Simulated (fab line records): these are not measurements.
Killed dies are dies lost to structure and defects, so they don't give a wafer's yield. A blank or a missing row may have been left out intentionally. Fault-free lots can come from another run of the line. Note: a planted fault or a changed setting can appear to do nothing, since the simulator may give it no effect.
A struck lot beside a sound one | flow nand harc | 14 steps out of a route of 1302
Sound: the wafers L372.1, L372.3, L372.4. The struck wafers were L377.2, L377.4, L377.6. Last of all comes the cause.
At each step with rows: each side's tool, then ch and its chambers, then its first start. Under that, the readings that differ: sound wafers | struck wafers | difference of the means | sigmas: that difference in standard deviations of wafers without a fault.
alike: readings whose means differ by less than 2 such deviations, and words and numbers that are the same on both sides. not compared: withheld readings, readings that some wafer has no value for, bounds like >300 that may hide the same value, and numbers for which the record gives no deviation and whose values overlap.
The two part at a step that has a row with sigmas, a row that says differs or no value, or rows on one side only. When numbers do not overlap yet have no deviation, they are printed without sigmas and do not part them. Lack of a reading on every wafer of one side parts them only where that side has two or more wafers.

first, 1 step without rows for these wafers: NHARC_A_ONON_D2_DEP_19 (target thk 1000 nm).
NHARC_A_ONON_D2_THK_MEAS_21: measures by ellipsometry.
  struck on film metro-01, day 15 02:20; sound on film metro-01, day 13 11:02
  alike: thk nm
then NHARC_A_ONON_D2_DEP_22 (target thk 1000 nm), 1 step lacking rows for these wafers.
NHARC_A_ONON_D2_THK_MEAS_24: measures by ellipsometry.
  struck on film metro-02, day 15 02:54; sound on film metro-02, day 13 11:36
  alike: thk nm
then NHARC_A_ONON_D2_DEP_25 (target thk 1000 nm), 1 step lacking rows for these wafers.
NHARC_A_ONON_D2_THK_MEAS_27: measures by ellipsometry.
  struck on film metro-01, day 15 03:28; sound on film metro-01, day 13 12:10
  reading     | sound        | struck      | difference | sigmas
  thk nm (nm) | 999 999 1000 | 971 972 972 | -28        | -3
then NHARC_A_ONON_D2_DEP_28 (target thk 1000 nm), 1 step lacking rows for these wafers.
NHARC_A_ONON_D2_THK_MEAS_30: measures by ellipsometry.
  struck on film metro-01, day 15 04:02; sound on film metro-02, day 13 12:44
  alike: thk nm
NHARC_A_ONON_D2_DEP_33: deposits SiO2, target thk 200 nm.
  sound on pecvd-01 ch 0,1, day 13 13:04; struck on pecvd-03 ch 0,1,2, day 15 04:11
  alike: heater power w, throttle valve pct
  not compared: since wet clean h
NHARC_A_ONON_D2_THK_MEAS_34: measures by ellipsometry.
  struck on film metro-01, day 15 04:30; sound on film metro-02, day 13 13:34
  alike: thk nm
NHARC_A_ONON_D2_INSPECT_32:
  struck on defect inspect-01, day 15 04:34; sound on defect inspect-02, day 13 13:38
  alike: raw defect count
NHARC_A_CHANNEL_HOLE_D2_DEP_00: deposits aC, target thk 3100 nm.
  sound on acl dep-02 ch 0, day 13 18:01; struck on acl dep-02 ch 0, day 15 13:54
  alike: throttle valve pct
NHARC_A_CHANNEL_HOLE_D2_DEP_01: deposits SiON, target thk 140 nm.
  sound on pecvd-02 ch 1,2, day 13 19:57; struck on pecvd-01 ch 0,1, day 15 15:32
  reading            | sound       | struck      | difference | sigmas
  heater power w (W) | 700 738 691 | 905 917 747 | +147       | +2
  not compared: since wet clean h
-- record jumps: 11 days between struck wafers' starts before vs after; left off in module A_CHANNEL_HOLE_D2, resumes in module END, first step shown is number 1302 of the route --
NHARC_END_SORT_01:
  the record has rows for the struck wafers here (prober-01 ch 0, day 27 01:44) and none for the sound ones

## WHERE THEY PART
Last at NHARC_END_SORT_01 as far as this record goes, first at NHARC_A_ONON_D2_THK_MEAS_27.

WHY: what the simulator had put in
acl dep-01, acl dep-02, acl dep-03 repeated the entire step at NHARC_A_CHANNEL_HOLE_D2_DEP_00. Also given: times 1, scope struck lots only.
